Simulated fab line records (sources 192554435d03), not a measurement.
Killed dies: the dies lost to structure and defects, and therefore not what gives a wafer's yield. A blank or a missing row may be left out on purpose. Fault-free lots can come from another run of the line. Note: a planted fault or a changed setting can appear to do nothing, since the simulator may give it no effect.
Chamber matching | flow n5 finfet | N5_BEOL_M3_STRIP_19 on rie diel-01: 4 sister chambers
The step strips in O2. 4 wafers are shown with their chamber, then 9 later ones without.

== WAFERS, EACH WITH ITS CHAMBER ==
wafer  | chamber | showerhead plenum p Torr (Torr)
L078.5 | 0       | 2.08
L082.6 | 1       | 2.02
L083.2 | 2       | 2.07
L083.6 | 3       | 2.10

== WAFERS WITHOUT THEIR CHAMBER ==
wafer  | showerhead plenum p Torr (Torr)
L086.1 | 2.10
L086.2 | 2.07
L086.3 | 2.01
L092.2 | 2.06
L092.3 | 2.07
L092.4 | 2.10
L094.1 | 2.09
L094.2 | 2.07
L094.4 | 2.01

== EACH ONE'S CHAMBER ==
wafer  | from the rows above          | in truth
L086.1 | 3                            | 3
L086.2 | can't be placed: 2 or 0      | 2
L086.3 | 1                            | 1
L092.2 | can't be placed: 2 or 0      | 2
L092.3 | can't be placed: 2 or 0      | 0
L092.4 | 3                            | 3
L094.1 | can't be placed: 0 or 3 or 2 | 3
L094.2 | can't be placed: 2 or 0      | 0
L094.4 | 1                            | 1
4 of 9 placed correctly. From these rows, 5 cannot be placed; in 5 the true chamber is one of the candidates. Placed wrongly: 0.
How it was worked out, from the rows above alone: a wafer's distance from a chamber is the root of the sum, over the readings, of the square of ((its reading less the chamber's mean) divided by the reading's scatter). If the next closest chamber is less than 2 further off than the closest, the wafer can't be placed; otherwise it belongs to the closest. The mean given for a chamber averages the wafers shown for that chamber. The scatter (one wafer shown for each chamber): square how far every hidden wafer sits from the nearest shown wafer, average those squares and take the square root.
